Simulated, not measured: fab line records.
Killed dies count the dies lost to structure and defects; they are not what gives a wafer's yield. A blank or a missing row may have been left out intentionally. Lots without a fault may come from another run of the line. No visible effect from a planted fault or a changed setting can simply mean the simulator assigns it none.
Chamber matching || flow n5Finfet || rieDiel-03 running N5_BEOL_M9_ETCH_66: 4 sister chambers
The step etches SOC in N2/H2, target depth 80 nm, overetch 16 nm, time 120 s. 8 wafers are shown with their chamber, then 11 later ones without.

## WAFERS WITH THEIR CHAMBER
{"wafer": "L087.3", "chamber": 0, "drypumpMotorCurrentA (A)": 6.3, "oesProductAu (a.u.)": 0.54}
{"wafer": "L087.4", "chamber": 3, "drypumpMotorCurrentA (A)": 5.6, "oesProductAu (a.u.)": 0.52}
{"wafer": "L087.5", "chamber": 1, "drypumpMotorCurrentA (A)": 6.0, "oesProductAu (a.u.)": 0.63}
{"wafer": "L087.6", "chamber": 2, "drypumpMotorCurrentA (A)": 5.5, "oesProductAu (a.u.)": 0.55}
{"wafer": "L089.3", "chamber": 2, "drypumpMotorCurrentA (A)": 5.5, "oesProductAu (a.u.)": 0.55}
{"wafer": "L089.5", "chamber": 0, "drypumpMotorCurrentA (A)": 6.4, "oesProductAu (a.u.)": 0.55}
{"wafer": "L089.6", "chamber": 3, "drypumpMotorCurrentA (A)": 5.6, "oesProductAu (a.u.)": 0.52}
{"wafer": "L092.1", "chamber": 1, "drypumpMotorCurrentA (A)": 6.1, "oesProductAu (a.u.)": 0.63}

## WAFERS WITHOUT THEIR CHAMBER
{"wafer": "L092.2", "drypumpMotorCurrentA (A)": 5.5, "oesProductAu (a.u.)": 0.55}
{"wafer": "L092.3", "drypumpMotorCurrentA (A)": 5.6, "oesProductAu (a.u.)": 0.52}
{"wafer": "L092.4", "drypumpMotorCurrentA (A)": 6.4, "oesProductAu (a.u.)": 0.54}
{"wafer": "L092.5", "drypumpMotorCurrentA (A)": 5.6, "oesProductAu (a.u.)": 0.51}
{"wafer": "L092.6", "drypumpMotorCurrentA (A)": 6.4, "oesProductAu (a.u.)": 0.54}
{"wafer": "L094.1", "drypumpMotorCurrentA (A)": 5.4, "oesProductAu (a.u.)": 0.54}
{"wafer": "L094.3", "drypumpMotorCurrentA (A)": 6.0, "oesProductAu (a.u.)": 0.62}
{"wafer": "L094.4", "drypumpMotorCurrentA (A)": 5.5, "oesProductAu (a.u.)": 0.54}
{"wafer": "L097.2", "drypumpMotorCurrentA (A)": 6.0, "oesProductAu (a.u.)": 0.61}
{"wafer": "L097.5", "drypumpMotorCurrentA (A)": 5.6, "oesProductAu (a.u.)": 0.71}
{"wafer": "L097.6", "drypumpMotorCurrentA (A)": 5.5, "oesProductAu (a.u.)": 0.54}

## EACH ONE'S CHAMBER
{"wafer": "L092.2", "from the rows above": 2, "in truth": 2}
{"wafer": "L092.3", "from the rows above": 3, "in truth": 3}
{"wafer": "L092.4", "from the rows above": 0, "in truth": 0}
{"wafer": "L092.5", "from the rows above": 3, "in truth": 3}
{"wafer": "L092.6", "from the rows above": 0, "in truth": 0}
{"wafer": "L094.1", "from the rows above": 2, "in truth": 2}
{"wafer": "L094.3", "from the rows above": 1, "in truth": 1}
{"wafer": "L094.4", "from the rows above": 2, "in truth": 2}
{"wafer": "L097.2", "from the rows above": 1, "in truth": 1}
{"wafer": "L097.5", "from the rows above": 1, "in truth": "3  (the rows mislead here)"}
{"wafer": "L097.6", "from the rows above": 2, "in truth": 2}
10 of 11 placed correctly. Not placeable from these rows: 0. 1 placed wrongly.
How it was worked out, from the rows above alone: a wafer's distance from a chamber is the root of the sum, over the readings, of the square of ((its reading less the chamber's mean) divided by the reading's scatter). The wafer belongs to the nearest chamber; if the next one is less than 2 further off, it can't be placed. Each chamber's mean is taken over the wafers shown for it. The scatter is the square root of a quotient: the sum, over the shown wafers, of each reading's squared deviation from its chamber's mean, divided by wafers minus chambers.
